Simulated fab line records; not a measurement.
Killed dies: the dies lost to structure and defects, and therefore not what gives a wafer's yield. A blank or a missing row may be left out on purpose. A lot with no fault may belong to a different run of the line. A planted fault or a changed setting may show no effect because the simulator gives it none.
Struck lot and sound lot, side by side || flow n5 finfet || 42 out of 1938 route steps
Sound: wafers L729.3, L729.4, L729.5. Struck: wafer L740.6 (L740.2, L740.4, from the same lot, were not struck and are left out); the cause is given at the end.
Order at every step that has rows: each side's tool, ch and its chambers, its first start. Under that, the readings that differ: sound wafers || struck wafers || difference of the means || sigmas: that difference in standard deviations of wafers without a fault.
alike: words and numbers the same on both sides, and readings whose means are apart by under 2 such deviations; not compared: readings that were withheld, readings missing a value for some wafer, numbers with overlapping values and no deviation given by the record, and bounds like >300 which may hide the same value.
Wherever a step has rows on one side only, a row that says differs or no value, or a row with sigmas, the two part there. Non-overlapping numbers with no deviation appear without sigmas and do not part them. A reading missing from all wafers of one side parts the sides only when that side holds two or more wafers.

first, 9 steps without rows for these wafers: N5_BEOL_M4_ANNEAL_95 (time 240 s); N5_BEOL_M4_SPUTTER_96 (material Cu, target thk 4.5 nm, time 8.29 s); N5_BEOL_M4_ECD_50 (material Cu, target thk 300 nm); N5_BEOL_M4_ANNEAL_51 (time 90 s); N5_BEOL_M4_CMP_52 (polishes, stops on SiOC, t overpolish 6.8 s, target thk 40 nm); N5_BEOL_M4_PRE_CLEAN_60 (time 15 s); N5_BEOL_M4_CO_CAP_55 (material Co, precursor CCTBA/H2, target thk 2 nm, time 102.1 s); N5_BEOL_M4_PRE_CLEAN_56 (time 15 s); N5_BEOL_M4_DEP_57 (deposits SiCN from 3MS/NH3, target thk 8 nm, time 14 s).
N5_BEOL_M4_RC_MEAS_101:
  sound on prober-02 ch 0, day 9 03:14; struck on prober-02 ch 0, day 12 06:01
  alike: DIBL_N, DIBL_P, IOFF_N, IOFF_P, ION_N, ION_P, SS_N, SS_P, VT_N, VT_P
then, 24 steps without rows for these wafers: N5_BEOL_M5_ILD_DEP_00 (deposits SiCOH lowk from DEMS/porogen, target thk 140.64 nm, time 25.9 s); N5_BEOL_M5_CURE_79 (cures SiCOH lowk, time 240 s); N5_BEOL_M5_PECVD_70 (deposits SiO2 from TEOS/O2, target thk 16 nm, time 18 s); N5_BEOL_M5_HM_DEP_02 (deposits TiN, target thk 20 nm); N5_BEOL_M5_COAT_59 (time 60 s, resist thk 60 nm); N5_BEOL_M5_COAT_60 (time 60 s, resist thk 12 nm); N5_BEOL_M5_COAT_71 (time 60 s, resist thk 5 nm); N5_BEOL_M5_COAT_05 (resist thk 30 nm); N5_BEOL_M5_EBR_07; N5_BEOL_M5_SOFTBAKE_06 (time 60 s); N5_BEOL_M5_EXPOSE_08 (exposes mask M5, target cd 28 nm); N5_BEOL_M5_PEB_09 (peb time 60 s); N5_BEOL_M5_DEVELOP_10 (develop time 30 s); N5_BEOL_M5_DESCUM_16 (chemistry O2, time 7 s); N5_BEOL_M5_ETCH_72 (etches underlayer in N2/H2, target depth 6.5 nm, time 5.2 s); N5_BEOL_M5_ETCH_61 (etches SiARC in CF4, target depth 15.6 nm, time 26 s); N5_BEOL_M5_ETCH_62 (etches SOC in N2/H2, target depth 75 nm, overetch 15 nm, time 112.5 s); N5_BEOL_M5_STRIP_63 (strips in N2/H2); N5_BEOL_M5_STRIP_73 (strips in N2/H2); N5_BEOL_M5_STRIP_64 (strips in CF4); N5_BEOL_M5_HM_OPEN_17 (chemistry Cl2/BCl3, target TiN, target depth 20 nm, overetch 6 nm); N5_BEOL_M5_STRIP_19 (strips in O2); N5_BEOL_M5_COAT_65 (time 60 s, resist thk 60 nm); N5_BEOL_M5_COAT_66 (time 60 s, resist thk 12 nm).
N5_BEOL_M8_HM_DEP_02: deposits TiN, target thk 20 nm.
  sound on pvd sputter-01 at day 10 09:56; struck on pvd sputter-02 at day 13 13:31
{"reading": "model.TiN_of_BEOL_M8_HM_DEP_02.thk nm (nm)", "sound": "20 20.4 20", "struck": 28.6, "difference": "+8.5", "sigmas": ""}
  alike: substrate temp c, throttle valve pct
N5_BEOL_M8_HM_OPEN_17: chemistry Cl2/BCl3, target TiN, target depth 20 nm, overetch 6 nm.
  sound on rie metal-03 ch 0,1, day 10 10:50; struck on rie metal-03 ch 1, day 13 14:54
{"reading": "model.etch.depth nm (nm)", "sound": "19.96 20.35 19.93", "struck": 25.34, "difference": "+5.26", "sigmas": ""}
  alike: bcl3 flow sccm, drypump motor current A, oes_ar_750_au, oes product au, throttle valve pct
  not compared: rf hours counter h
N5_BEOL_M8_VIA_ETCH_34: etches SiCOH lowk in C4F6/O2, target depth 125.5 nm, time 50.5 s.
  sound on rie diel-03 ch 0,1, day 10 11:59; struck on rie diel-01 ch 0, day 13 17:48
{"reading": "oes product au (a.u.)", "sound": "0.80 0.71 0.80", "struck": 0.37, "difference": -0.40, "sigmas": -5}
  alike: drypump motor current A, oes_ar_750_au, rf vpp V, showerhead plenum p Torr, throttle valve pct
  not compared: rf hours counter h
N5_BEOL_M8_TRENCH_ETCH_37: etches SiCOH lowk in C4F6/O2, target depth 93.478 nm, time 31.2 s.
  sound on rie diel-03 ch 0,1; struck on rie diel-01 ch 0
{"reading": "drypump motor current A (A)", "sound": "5.5 6.1 5.4", "struck": 6.5, "difference": "+0.8", "sigmas": "+2"}
{"reading": "model.TiN_of_BEOL_M8_HM_DEP_02.thk nm (nm)", "sound": "17.4 17.8 17.4", "struck": 26.2, "difference": "+8.7", "sigmas": ""}
  alike: oes_ar_750_au, oes product au, rf vpp V, showerhead plenum p Torr, throttle valve pct
  not compared: rf hours counter h
N5_BEOL_M8_OCD_MEAS_38:
  sound on ocd-02 at day 10 12:14; struck on ocd-02 at day 13 18:03
{"reading": "trench depth nm (nm)", "sound": "91.8 93.6 91.7", "struck": 17.4, "difference": -75.0, "sigmas": -29}
N5_BEOL_M8_CD_MEAS_35: target cd 40 nm.
  sound on cd sem-01 at day 10 12:23; struck on cd sem-02 at day 13 18:18
  not compared: cd nm
N5_BEOL_M8_THK_MEAS_53: measures by xrf.
  sound on film metro-02 at day 10 16:32; struck on film metro-01 at day 13 20:47
  not compared: M8_THK
-- the record jumps here: 3 days lie between the struck wafers' starts before and after (it left off in module BEOL_M8 and takes up again in module PASSIVATION, whose first step shown is number 1936 of the route) --
N5_PASSIVATION_PROBE_49:
  sound on prober-01 at day 13 09:26; struck on prober-02 at day 16 11:43
{"reading": "defect limited yield (%)", "sound": "91.1 91.9 90.6", "struck": 8.3, "difference": -82.9, "sigmas": -49}
{"reading": "killed_at_M0_to_M3", "sound": "34 32 32", "struck": 56, "difference": "+23", "sigmas": "+2"}
{"reading": "killed_at_M4_up", "sound": "19 17 15", "struck": 985, "difference": "+968", "sigmas": "+99 or more"}
{"reading": "killed dies", "sound": "105 96 111", "struck": 1082, "difference": "+978", "sigmas": "+49"}
{"reading": "killed on rim", "sound": "12 13 13", "struck": 151, "difference": "+138", "sigmas": "+34"}
{"reading": "sort_bin_5_function (%)", "sound": "5.3 4.2 5.6", "struck": 88.2, "difference": "+83.2", "sigmas": "+76"}
{"reading": "sort n pass", "sound": "1075 1084 1069", "struck": 98, "difference": -978, "sigmas": -49}
{"reading": "sort yield pct (%)", "sound": "91.1 91.9 90.6", "struck": 8.3, "difference": -82.9, "sigmas": -49}
  alike: killed at contacts, killed at front end, killed at other, killed open, killed short, sort_bin_6_memory

## WHERE THEY PART
First at N5_BEOL_M8_VIA_ETCH_34; last, within this record, at N5_PASSIVATION_PROBE_49.

WHY: what had been put in by the simulator
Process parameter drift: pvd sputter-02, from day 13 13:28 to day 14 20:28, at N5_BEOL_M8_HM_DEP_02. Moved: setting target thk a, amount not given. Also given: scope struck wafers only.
